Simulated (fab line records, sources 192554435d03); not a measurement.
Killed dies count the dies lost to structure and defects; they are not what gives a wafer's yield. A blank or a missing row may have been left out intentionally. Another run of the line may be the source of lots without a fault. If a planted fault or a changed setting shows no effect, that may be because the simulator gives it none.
fab line records -- flow n5_finfet
[record] lots = 7, wafers = 21
route steps=1938 shown BEOL_M11@1575 BEOL_M13@1680 BEOL_M14@1753 BEOL_M15@1820 TV_LITHO@1879 PASSIVATION@1901
start_h: hours from the record's first day to the start of the lot's first wafer shown -- wait_h: hours since the lot's step before -- " identical to the entry in the row above -- L1.1+2: a row that stands for several wafers -- - no value present, or no start provided -- * or withheld: withheld -- < > ~ a bound
route shown NAME@n: NAME is a module with steps in the file, n the number in the route of the first one -- usual: the fault-free wafers' mean and standard deviation -- same: alike in all rows -- chamber/n: place in a boat -- sites: the reading at each site -- _std_site: how widely they spread, as a standard deviation -- _edge_site: the outer-site mean with the inner-site mean subtracted -- radius_mm: how far each site lies from the wafer's centre -- mask NAME#n: copy n -- behind: tool/chamber where the wafer was last shaped -- hold: why the lot was held/for how many hours/how that ended -- device: which transistor (n, p or np) failed to switch -- end of line: the same wafers' tests at the end of the route -- a step without rows: its recipe alone -- killed: at the first sort, the dies lost to defects and structure; wafer yield is something else -- map: per-die view of a wafer (x killed, . not killed, _ where there is no die)
set.NAME: the setting the step ran with; set.NAME@STEP: the setting that earlier step ran with -- model.NAME: the simulator's own value behind a step, which no gauge read
lots run with intentionally changed settings; tables by step, rows by wafer
[[steps]]
[step N5_BEOL_M11_VIA_ETCH_34]
[recipe] chemistry = C4F6/O2, target = SiCOH_lowk, target_depth_a = 1845, mask_material = SOC, taper_deg = 4, time_s = 69.2, ion_energy_ev = 250, pressure_mtorr = 30, source_w = 345, bias_w = 185, Ar_flow_sccm = 300, C4F6_flow_sccm = 10, O2_flow_sccm = 10
lot.wafer,tool,chamber,start_h,wait_h,set.time_s,model.etch.depth_nm,model.SOC_of_BEOL_M11_COAT_63.thk_nm
L086.1,rie_diel-03,3,302.78,0.0,69.2,180.8,92.6
L086.2,rie_diel-03,0,302.78,0.0,69.2,180.8,92.4
L086.4,rie_diel-03,1,302.78,0.0,69.2,184.7,92.6
L085.1,rie_diel-03,1,309.57,0.0,60.38,160,93.2
L085.2,rie_diel-03,2,309.57,0.0,69.2,180.5,92
L085.3,rie_diel-03,0,309.57,0.0,69.2,179.4,92.2
L088.3,rie_diel-04,2,319.69,0.0,69.2,183.5,91.8
L088.4,rie_diel-04,0,319.69,0.0,61.99,164.9,93
L088.6,rie_diel-04,2,319.69,0.0,61.99,164.7,93
L089.1,rie_diel-03,2,324.33,0.0,69.2,180.4,92
L089.4,rie_diel-03,1,324.33,0.0,73.95,193.9,91.4
L089.6,rie_diel-03,3,324.33,0.0,73.95,191.7,92
L090.1,rie_diel-03,0,334.36,0.0,69.2,180.4,92.2
L090.4,rie_diel-03,3,334.36,0.0,69.2,181.5,92.4
L090.6,rie_diel-03,0,334.36,0.0,69.2,180.1,92.2
L091.2,rie_diel-04,0,334.89,0.0,69.2,183.8,92.2
L091.3,rie_diel-04,1,334.89,0.0,69.2,183.7,92.4
L091.5,rie_diel-04,0,334.89,0.0,69.2,183.7,92.6
L096.4,rie_diel-04,2,371.64,0.0,69.2,182.8,91.8
L096.5,rie_diel-04,0,371.64,0.0,69.2,183,91.8
L096.6,rie_diel-04,1,371.64,0.0,69.2,185.4,91.4
[step N5_BEOL_M11_CURE_72]
[recipe] temp_c = 370, time_s = 120, ambient = DMADMS/He, material = SiCOH_lowk
[usual] lamp_power_pct = 52.31/0.061
lot.wafer,tool,chamber,start_h,wait_h,set.time_s,lamp_power_pct
L086.1,uv_cure-02,0,303.26,0.0,94.67,52.26
L086.2,uv_cure-02,0,303.26,0.0,120,52.29
L086.4,uv_cure-02,0,303.26,0.0,120,52.29
L085.1,uv_cure-02,0,310.17,0.2,140.8,51.32
L085.2,uv_cure-02,0,310.17,0.2,140.8,51.58
L085.3,uv_cure-02,0,310.17,0.2,120,52.35
L088.3,uv_cure-03,2,320.27,0.1,120,52.31
L088.4,uv_cure-03,2,320.27,0.1,120,52.32
L088.6,uv_cure-03,2,320.27,0.1,120,52.44
L089.1,uv_cure-02,2,324.81,0.0,120,52.31
L089.4,uv_cure-02,2,324.81,0.0,105.8,52.30
L089.6,uv_cure-02,2,324.81,0.0,120,52.35
L090.1,uv_cure-03,1,334.84,0.0,139,51.44
L090.4,uv_cure-03,1,334.84,0.0,120,52.48
L090.6,uv_cure-03,1,334.84,0.0,139,51.39
L091.2,uv_cure-01,2,335.43,0.1,120,52.34
L091.3,uv_cure-01,2,335.43,0.1,134.6,51.68
L091.5,uv_cure-01,2,335.43,0.1,134.6,51.65
L096.4,uv_cure-03,1,372.27,0.2,120,52.22
L096.5,uv_cure-03,1,372.27,0.2,120,52.28
L096.6,uv_cure-03,1,372.27,0.2,120,52.28
[step N5_BEOL_M13_COAT_65]
[recipe] resist = SOC, temp_c = 250, time_s = 60, spin_rpm = 1500, resist_thk_nm = 350
lot.wafer,tool,chamber,start_h,wait_h,set.spin_rpm,model.SOC_of_BEOL_M13_COAT_65.thk_nm
L086.1,litho_track-05,0,312.82,0.0,1500,351.6
L086.2,litho_track-05,0,312.82,0.0,1500,351.4
L086.4,litho_track-05,0,312.82,0.0,1587,341.2
L085.1,litho_track-05,0,318.07,0.0,1500,352.4
L085.2,litho_track-05,0,318.07,0.0,1340,371.8
L085.3,litho_track-05,0,318.07,0.0,1500,351.6
L088.3,litho_track-03,0,331.30,0.0,1500,349.2
L088.4,litho_track-03,0,331.30,0.0,1500,350.8
L088.6,litho_track-03,0,331.30,0.0,1500,350.4
L089.1,litho_track-05,0,333.87,0.0,1500,350.6
L089.4,litho_track-05,0,333.87,0.0,1500,350
L089.6,litho_track-05,0,333.87,0.0,1500,350.2
L090.1,litho_track-02,0,344.21,0.0,1500,351.2
L090.4,litho_track-02,0,344.21,0.0,1563,343.2
L090.6,litho_track-02,0,344.21,0.0,1563,343.4
L091.2,litho_track-02,0,344.45,0.0,1583,340.6
L091.3,litho_track-02,0,344.45,0.0,1500,350.4
L091.5,litho_track-02,0,344.45,0.0,1500,349.8
L096.4,litho_track-03,0,382.63,0.0,1500,351.6
L096.5,litho_track-03,0,382.63,0.0,1500,350
L096.6,litho_track-03,0,382.63,0.0,1500,351.4
[step N5_BEOL_M14_TRENCH_ETCH_34]
[recipe] chemistry = C4F8/O2/Ar, target = SiO2, target_depth_a = 5566.5, mask_material = SOC, he_inner_torr = 15, he_outer_torr = 30, time_s = 126.9, ion_energy_ev = 800, pressure_mtorr = 20, source_w = 1905, bias_w = 2040, Ar_flow_sccm = 400, C4F8_flow_sccm = 16, O2_flow_sccm = 12
lot.wafer,tool,chamber,start_h,wait_h,set.time_s,model.etch.depth_nm
L086.1,rie_diel-05,0,319.46,0.0,126.9,569.3
L086.2,rie_diel-05,3,319.46,0.0,126.9,539.8
L086.4,rie_diel-05,2,319.46,0.0,137.7,603.6
L085.1,rie_diel-01,2,326.42,0.0,104,456.1
L085.2,rie_diel-01,3,326.42,0.0,126.9,581.2
L085.3,rie_diel-01,1,326.42,0.0,104,449.1
L088.3,rie_diel-01,3,337.75,0.0,126.9,582.6
L088.4,rie_diel-01,2,337.75,0.0,126.9,559
L088.6,rie_diel-01,1,337.75,0.0,126.9,547.4
L089.1,rie_diel-05,2,343.27,0.0,126.9,551.1
L089.4,rie_diel-05,2,343.27,0.0,126.9,549.7
L089.6,rie_diel-05,3,343.27,0.0,126.9,531.3
L090.1,rie_diel-05,3,352.99,0.0,147.4,630.5
L090.4,rie_diel-05,2,352.99,0.0,126.9,557.2
L090.6,rie_diel-05,1,352.99,0.0,147.4,658.4
L091.2,rie_diel-01,3,354.61,0.0,102.1,475.8
L091.3,rie_diel-01,1,354.61,0.0,102.1,443
L091.5,rie_diel-01,0,354.61,0.0,102.1,457.4
L096.4,rie_diel-01,3,388.77,0.0,126.9,581.1
L096.5,rie_diel-01,2,388.77,0.0,126.9,574
L096.6,rie_diel-01,1,388.77,0.0,126.9,547.9
[step N5_BEOL_M14_STRIP_70]
[recipe] chemistry = C4F8/O2/Ar, resist = SiARC, rf_frequency_hz = 6e+07
[step N5_BEOL_M14_OCD_MEAS_35]
[usual] trench_depth_nm = 560/13
lot.wafer,tool,chamber,start_h,wait_h,set.time_s@BEOL_M14_TRENCH_ETCH_34,trench_depth_nm
L086.1,ocd-01,-,319.62,0.0,126.9,569
L086.2,ocd-01,-,319.62,0.0,126.9,539
L086.4,ocd-01,-,319.62,0.0,137.7,604
L085.1,ocd-02,-,326.58,0.0,104,456
L085.2,ocd-02,-,326.58,0.0,126.9,581
L085.3,ocd-02,-,326.58,0.0,104,449
L088.3,ocd-01,-,337.90,0.0,126.9,583
L088.4,ocd-01,-,337.90,0.0,126.9,559
L088.6,ocd-01,-,337.90,0.0,126.9,548
L089.1,ocd-02,-,343.49,0.0,126.9,551
L089.4,ocd-02,-,343.49,0.0,126.9,550
L089.6,ocd-02,-,343.49,0.0,126.9,532
L090.1,ocd-01,-,353.15,0.0,147.4,631
L090.4,ocd-01,-,353.15,0.0,126.9,557
L090.6,ocd-01,-,353.15,0.0,147.4,658
L091.2,ocd-02,-,354.77,0.0,102.1,476
L091.3,ocd-02,-,354.77,0.0,102.1,443
L091.5,ocd-02,-,354.77,0.0,102.1,458
L096.4,ocd-02,-,388.93,0.0,126.9,581
L096.5,ocd-02,-,388.93,0.0,126.9,574
L096.6,ocd-02,-,388.93,0.0,126.9,548
[step N5_BEOL_M14_STRIP_37]
[recipe] chemistry = O2, power_w = 600, temp_c = 60, pressure_mtorr = 30, rf_frequency_hz = 6e+07, bias_power_w = 0, overash_fraction = 0.3, o2_flow_sccm = 225
[step N5_BEOL_M14_ETCH_38]
[recipe] chemistry = CF4/N2, target = SiCN, target_depth_a = 1065, taper_deg = 2, time_s = 120.6, ion_energy_ev = 150, mask_material = SiO2, pressure_mtorr = 40, source_w = 430, bias_w = 70, Ar_flow_sccm = 100, cf4_flow_sccm = 60, n2_flow_sccm = 60
[step N5_BEOL_M14_ECD_47]
[recipe] material = Cu, target_thk_a = 12480
[step N5_BEOL_M14_ANNEAL_48]
[recipe] temp_c = 225, time_s = 90, ambient = N2
[step N5_BEOL_M14_CMP_49]
[recipe] stop_on = SiO2, t_overpolish_s = 5.2, down_force_psi = 2, platen_rpm = 80, clearing_platen_down_force_psi = 2, clearing_platen_rpm = 80, post_cmp_clean = cu_alkaline, target_thk_nm = 560, clearing_platen_pad_velocity_m_s = 1.5917, pad_velocity_m_s = 1.5917
lot.wafer,tool,chamber,start_h,wait_h,set.time_s@BEOL_M14_TRENCH_ETCH_34,model.Cu_of_BEOL_M14_ECD_47.thk_nm
L086.4,cmp-04,0,323.30,0.2,137.7,605.6
L086.2,cmp-04,1,323.30,0.2,126.9,542.6
L086.1,cmp-04,2,323.30,0.2,126.9,571.6
L085.2,cmp-04,0,330.82,0.4,126.9,585.6
L085.3,cmp-04,1,330.82,0.4,104,452
L085.1,cmp-04,3,330.82,0.4,104,459.8
L088.3,cmp-01,0,339.58,0.2,126.9,585.8
L088.4,cmp-01,2,339.58,0.2,126.9,563.4
L088.6,cmp-01,1,339.58,0.2,126.9,551.6
L089.4,cmp-04,0,345.72,0.2,126.9,551.8
L089.1,cmp-04,2,345.72,0.2,126.9,554
L089.6,cmp-04,0,345.72,0.2,126.9,532.6
L090.4,cmp-01,3,355.82,0.2,126.9,564
L090.1,cmp-01,0,355.82,0.2,147.4,636.2
L090.6,cmp-01,2,355.82,0.2,147.4,664.6
L091.3,cmp-04,1,358.09,0.2,102.1,446
L091.2,cmp-04,0,358.09,0.2,102.1,479.8
L091.5,cmp-04,1,358.09,0.2,102.1,460.2
L096.4,cmp-04,0,391.44,0.2,126.9,584.4
L096.5,cmp-04,1,391.44,0.2,126.9,576.6
L096.6,cmp-04,2,391.44,0.2,126.9,552.6
[step N5_BEOL_M14_THK_MEAS_50]
[recipe] thk_meas_gauge = xrf, reads = Cu_of_BEOL_M14_ECD_47
[usual] M14_THK = 554/14
lot.wafer,tool,chamber,start_h,wait_h,set.time_s@BEOL_M14_TRENCH_ETCH_34,M14_THK[nm]
L086.1,film_metro-01,-,323.56,-,126.9,563
L086.2,film_metro-01,-,323.56,-,126.9,532
L086.4,film_metro-01,-,323.56,-,137.7,592
L085.1,film_metro-01,-,331.12,-,104,452
L085.2,film_metro-01,-,331.12,-,126.9,576
L085.3,film_metro-01,-,331.12,-,104,445
L088.3,film_metro-01,-,339.87,-,126.9,573
L088.4,film_metro-01,-,339.87,-,126.9,551
L088.6,film_metro-01,-,339.87,-,126.9,542
L089.1,film_metro-01,-,345.98,-,126.9,547
L089.4,film_metro-01,-,345.98,-,126.9,546
L089.6,film_metro-01,-,345.98,-,126.9,526
L090.1,film_metro-01,-,356.08,-,147.4,622
L090.4,film_metro-01,-,356.08,-,126.9,553
L090.6,film_metro-01,-,356.08,-,147.4,651
L091.2,film_metro-01,-,358.39,-,102.1,472
L091.3,film_metro-01,-,358.39,-,102.1,440
L091.5,film_metro-01,-,358.39,-,102.1,454
L096.4,film_metro-01,-,391.63,-,126.9,573
L096.5,film_metro-01,-,391.63,-,126.9,567
L096.6,film_metro-01,-,391.63,-,126.9,546
[step N5_BEOL_M14_PRE_CLEAN_52]
[recipe] gas = NH3, time_s = 15, temp_c = withheld, rf_power_w = 300
[step N5_BEOL_M14_DEP_53]
[recipe] material = SiCN, target_thk_a = 500, temp_c = withheld, precursor = 3MS/NH3, pressure_torr = 3, rf_w = 675, time_s = 17.8
[step N5_BEOL_M14_RS_MEAS_54]
[recipe] thk_meas_gauge = four-point-probe, reads = Cu_of_BEOL_M14_ECD_47+Ta_of_BEOL_M14_SPUTTER_44+TaN_of_BEOL_M14_SPUTTER_43
[usual] M14_RS = 0.0330/0.00083
lot.wafer,tool,chamber,start_h,wait_h,set.time_s@BEOL_M14_TRENCH_ETCH_34,M14_RS[ohm/sq]
L086.1,film_metro-02,-,323.69,0.0,126.9,0.0325
L086.2,film_metro-02,-,323.69,0.0,126.9,0.0343
L086.4,film_metro-02,-,323.69,0.0,137.7,0.0307
L085.1,film_metro-02,-,331.25,0.0,104,0.0406
L085.2,film_metro-02,-,331.25,0.0,126.9,0.0317
L085.3,film_metro-02,-,331.25,0.0,104,0.0413
L088.3,film_metro-01,-,340.04,0.1,126.9,0.0317
L088.4,film_metro-01,-,340.04,0.1,126.9,0.0331
L088.6,film_metro-01,-,340.04,0.1,126.9,0.0338
L089.1,film_metro-02,-,346.11,0.0,126.9,0.0336
L089.4,film_metro-02,-,346.11,0.0,126.9,0.0336
L089.6,film_metro-02,-,346.11,0.0,126.9,0.0350
L090.1,film_metro-02,-,356.21,0.0,147.4,0.0291
L090.4,film_metro-02,-,356.21,0.0,126.9,0.0330
L090.6,film_metro-02,-,356.21,0.0,147.4,0.0279
L091.2,film_metro-02,-,358.52,0.1,102.1,0.0389
L091.3,film_metro-02,-,358.52,0.1,102.1,0.0419
L091.5,film_metro-02,-,358.52,0.1,102.1,0.0406
L096.4,film_metro-01,-,391.76,0.0,126.9,0.0318
L096.5,film_metro-01,-,391.76,0.0,126.9,0.0322
L096.6,film_metro-01,-,391.76,0.0,126.9,0.0336
[step N5_BEOL_M15_SPUTTER_44]
[recipe] material = Ta, target_thk_a = 150, temp_c = 50, bias_v = 80, power_w = 15000, chamber_pressure_pa = 0.07, time_s = 24.19
lot.wafer,tool,chamber,start_h,wait_h,set.power_w,model.Ta_of_BEOL_M15_SPUTTER_44.thk_nm
L086.1+2+4,pvd_sputter-01,-,330.19,0.0,15000,14.6
L085.1,pvd_sputter-01,-,338.99,0.0,17230,17
L085.2,pvd_sputter-01,-,338.99,0.0,17230,17.2
L085.3,pvd_sputter-01,-,338.99,0.0,15000,14.8
L088.3,pvd_sputter-02,-,344.52,0.0,15000,15
L088.4,pvd_sputter-02,-,344.52,0.0,15000,14.8
L088.6,pvd_sputter-02,-,344.52,0.0,15000,15.2
L089.1,pvd_sputter-01,-,349.77,0.0,17010,16.8
L089.4,pvd_sputter-01,-,349.77,0.0,17010,16.6
L089.6,pvd_sputter-01,-,349.77,0.0,15000,14.8
L090.1,pvd_sputter-01,-,360.07,0.0,15000,14.8
L090.4,pvd_sputter-01,-,360.07,0.0,15000,15
L090.6,pvd_sputter-01,-,360.07,0.0,16760,16.6
L091.2+5,pvd_sputter-01,-,362.91,0.0,15000,15
L091.3,pvd_sputter-01,-,362.91,0.0,15000,15.2
L096.4+6,pvd_sputter-03,-,396.78,0.0,15000,15
L096.5,pvd_sputter-03,-,396.78,0.0,15000,15.2
[step N5_PASSIVATION_EXPOSE_07]
[recipe] mask_id = TV, na = 0.55, source_shape = conventional, sigma_outer = 0.8, polarization = unpolarized, defocus_nm = 0, target_cd_nm = 3000, dose_mj = 22.75
lot.wafer,tool,chamber,start_h,wait_h,mask,set.dose_mj
L086.1+4,krf_scanner-02,0,338.13,-,TV#0,22.75
L086.2,krf_scanner-02,0,338.13,-,TV#0,21.56
L085.1+2,krf_scanner-01,0,346.97,-,TV#0,22.75
L085.3,krf_scanner-01,0,346.97,-,TV#0,21.53
L088.3+4,krf_scanner-01,0,357.34,-,TV#0,21.51
L088.6,krf_scanner-01,0,357.34,-,TV#0,22.75
L089.1+4+6,krf_scanner-01,0,357.36,-,TV#0,22.75
L090.1+6,krf_scanner-01,0,367.24,-,TV#0,22.75
L090.4,krf_scanner-01,0,367.24,-,TV#0,21.91
L091.2,krf_scanner-01,0,371.23,-,TV#0,22.31
L091.3+5,krf_scanner-01,0,371.23,-,TV#0,22.75
L096.4+5+6,krf_scanner-01,0,405.43,-,TV#0,22.75
[step N5_PASSIVATION_PEB_08]
[recipe] peb_temp_c = withheld, peb_time_s = *
[step N5_PASSIVATION_DEVELOP_09]
[recipe] develop_time_s = 60, rinse_liquid = diw, dry = air_spin, dev_temp_c = 21
[step N5_PASSIVATION_HARDBAKE_11]
[recipe] temp_c = 130, time_s = 120
[step N5_PASSIVATION_CD_MEAS_10]
[recipe] target_cd_nm = 3000, landing_energy_ev = 500, detector = se_inlens
[usual] cd_nm = 3000.9/2.3
lot.wafer,tool,chamber,start_h,wait_h,set.dose_mj@PASSIVATION_EXPOSE_07,cd_nm
L086.1,cd_sem-01,0,338.31,-,22.75,2998.1
L086.2,cd_sem-01,0,338.31,-,21.56,2988.3
L086.4,cd_sem-01,0,338.31,-,22.75,3002.6
L085.1,cd_sem-01,0,347.15,-,22.75,3004.2
L085.2,cd_sem-01,0,347.15,-,22.75,3001.5
L085.3,cd_sem-01,0,347.15,-,21.53,2991.0
L088.3,cd_sem-01,0,357.50,-,21.51,2990.3
L088.4,cd_sem-01,0,357.50,-,21.51,2990.6
L088.6,cd_sem-01,0,357.50,-,22.75,3001.5
L089.1,cd_sem-03,0,357.54,-,22.75,3002.3
L089.4,cd_sem-03,0,357.54,-,22.75,2998.9
L089.6,cd_sem-03,0,357.54,-,22.75,3001.4
L090.1,cd_sem-02,0,367.42,-,22.75,2996.6
L090.4,cd_sem-02,0,367.42,-,21.91,2989.3
L090.6,cd_sem-02,0,367.42,-,22.75,3002.9
L091.2,cd_sem-01,0,371.40,-,22.31,3000.5
L091.3,cd_sem-01,0,371.40,-,22.75,3002.9
L091.5,cd_sem-01,0,371.40,-,22.75,3002.0
L096.4,cd_sem-03,0,405.59,-,22.75,3001.4
L096.5,cd_sem-03,0,405.59,-,22.75,2999.8
L096.6,cd_sem-03,0,405.59,-,22.75,3002.1
[step N5_PASSIVATION_EXPOSE_27]
[recipe] mask_id = PAD, na = 0.55, source_shape = conventional, sigma_outer = 0.8, polarization = unpolarized, defocus_nm = 0, dose_mj = 32.3
lot.wafer,tool,chamber,start_h,wait_h,mask,set.dose_mj
L086.1,krf_scanner-02,0,339.99,-,PAD#0,32.3
L086.2+4,krf_scanner-02,0,339.99,-,PAD#0,30.06
L085.1+3,krf_scanner-01,0,349.55,-,PAD#0,32.3
L085.2,krf_scanner-01,0,349.55,-,PAD#0,30.87
L089.1+6,krf_scanner-01,0,359.32,-,PAD#0,32.3
L089.4,krf_scanner-01,0,359.32,-,PAD#0,33.16
L088.3+6,krf_scanner-01,0,359.64,-,PAD#0,32.3
L088.4,krf_scanner-01,0,359.64,-,PAD#0,30.86
L090.1,krf_scanner-02,0,369.06,-,PAD#0,33.41
L090.4+6,krf_scanner-02,0,369.06,-,PAD#0,32.3
L091.2+3,krf_scanner-01,0,373.00,-,PAD#0,32.3
L091.5,krf_scanner-01,0,373.00,-,PAD#0,34.19
L096.4+5+6,krf_scanner-01,0,407.24,-,PAD#0,32.3
[step N5_PASSIVATION_PEB_28]
[recipe] peb_temp_c = withheld, peb_time_s = *
[step N5_PASSIVATION_DEVELOP_29]
[recipe] develop_time_s = 60, rinse_liquid = diw, dry = air_spin, dev_temp_c = 21
[step N5_PASSIVATION_HARDBAKE_31]
[recipe] temp_c = 130, time_s = 120
[step N5_PASSIVATION_CD_MEAS_30]
[recipe] target_cd_nm = 4000, landing_energy_ev = 500, detector = se_inlens, polarity = opening
[usual] cd_nm = 4000.5/2
lot.wafer,tool,chamber,start_h,wait_h,set.dose_mj@PASSIVATION_EXPOSE_27,cd_nm
L086.1,cd_sem-02,0,340.16,-,32.3,4000.2
L086.2,cd_sem-02,0,340.16,-,30.06,3989.0
L086.4,cd_sem-02,0,340.16,-,30.06,3985.7
L085.1,cd_sem-03,0,349.73,-,32.3,4002.6
L085.2,cd_sem-03,0,349.73,-,30.87,3992.4
L085.3,cd_sem-03,0,349.73,-,32.3,4001.4
L089.1,cd_sem-01,0,359.50,-,32.3,4001.0
L089.4,cd_sem-01,0,359.50,-,33.16,4005.8
L089.6,cd_sem-01,0,359.50,-,32.3,3999.6
L088.3,cd_sem-02,0,359.81,-,32.3,4000.6
L088.4,cd_sem-02,0,359.81,-,30.86,3992.4
L088.6,cd_sem-02,0,359.81,-,32.3,4000.0
L090.1,cd_sem-01,0,369.24,-,33.41,4003.1
L090.4,cd_sem-01,0,369.24,-,32.3,3997.7
L090.6,cd_sem-01,0,369.24,-,32.3,3996.4
L091.2,cd_sem-02,0,373.18,-,32.3,4001.2
L091.3,cd_sem-02,0,373.18,-,32.3,4001.8
L091.5,cd_sem-02,0,373.18,-,34.19,4010.4
L096.4,cd_sem-02,0,407.40,-,32.3,3999.1
L096.5,cd_sem-02,0,407.40,-,32.3,4000.9
L096.6,cd_sem-02,0,407.40,-,32.3,4000.0
[[key]]
[split] step = N5_BEOL_M11_VIA_ETCH_34, setting = time_s, stated = 69.2, by = wafer
[response] step = N5_BEOL_M11_VIA_ETCH_34, reading = model.etch.depth_nm, change = +1.68, per = 1%, r = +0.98
[response] step = N5_BEOL_M11_VIA_ETCH_34, reading = model.SOC_of_BEOL_M11_COAT_63.thk_nm, change = -0.0898, per = 1%, r = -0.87
[split] step = N5_BEOL_M11_CURE_72, setting = time_s, stated = 120, by = wafer
[response] step = N5_BEOL_M11_CURE_72, reading = lamp_power_pct, shape = bent, at_lowest = *, at_stated = *, at_highest = *
[split] step = N5_BEOL_M13_COAT_65, setting = spin_rpm, stated = 1500, by = wafer
[response] step = N5_BEOL_M13_COAT_65, reading = model.SOC_of_BEOL_M13_COAT_65.thk_nm, change = -1.82, per = 1%, r = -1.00
[split] step = N5_BEOL_M14_TRENCH_ETCH_34, setting = time_s, stated = 126.9, by = wafer
[response] step = N5_BEOL_M14_TRENCH_ETCH_34, reading = model.etch.depth_nm, change = +6.29, per = 1%, r = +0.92
[response] step = N5_BEOL_M14_OCD_MEAS_35, reading = trench_depth_nm, change = +6.29, per = 1%, r = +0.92
[response] step = N5_BEOL_M14_CMP_49, reading = model.Cu_of_BEOL_M14_ECD_47.thk_nm, change = +6.3, per = 1%, r = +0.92
[response] step = N5_BEOL_M14_THK_MEAS_50, reading = M14_THK, change = +6.11, per = 1%, r = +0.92
[response] step = N5_BEOL_M14_RS_MEAS_54, reading = M14_RS, change = -0.0004, per = 1%, r = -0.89
[split] step = N5_BEOL_M15_SPUTTER_44, setting = power_w, stated = 15000, by = wafer
[response] step = N5_BEOL_M15_SPUTTER_44, reading = model.Ta_of_BEOL_M15_SPUTTER_44.thk_nm, change = +0.148, per = 1%, r = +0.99
[split] step = N5_PASSIVATION_EXPOSE_07, setting = dose_mj, stated = 22.75, by = wafer
[response] step = N5_PASSIVATION_CD_MEAS_10, reading = cd_nm, change = +2.22, per = 1%, r = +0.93
[split] step = N5_PASSIVATION_EXPOSE_27, setting = dose_mj, stated = 32.3, by = wafer
[response] step = N5_PASSIVATION_CD_MEAS_30, reading = cd_nm, change = +1.81, per = 1%, r = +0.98
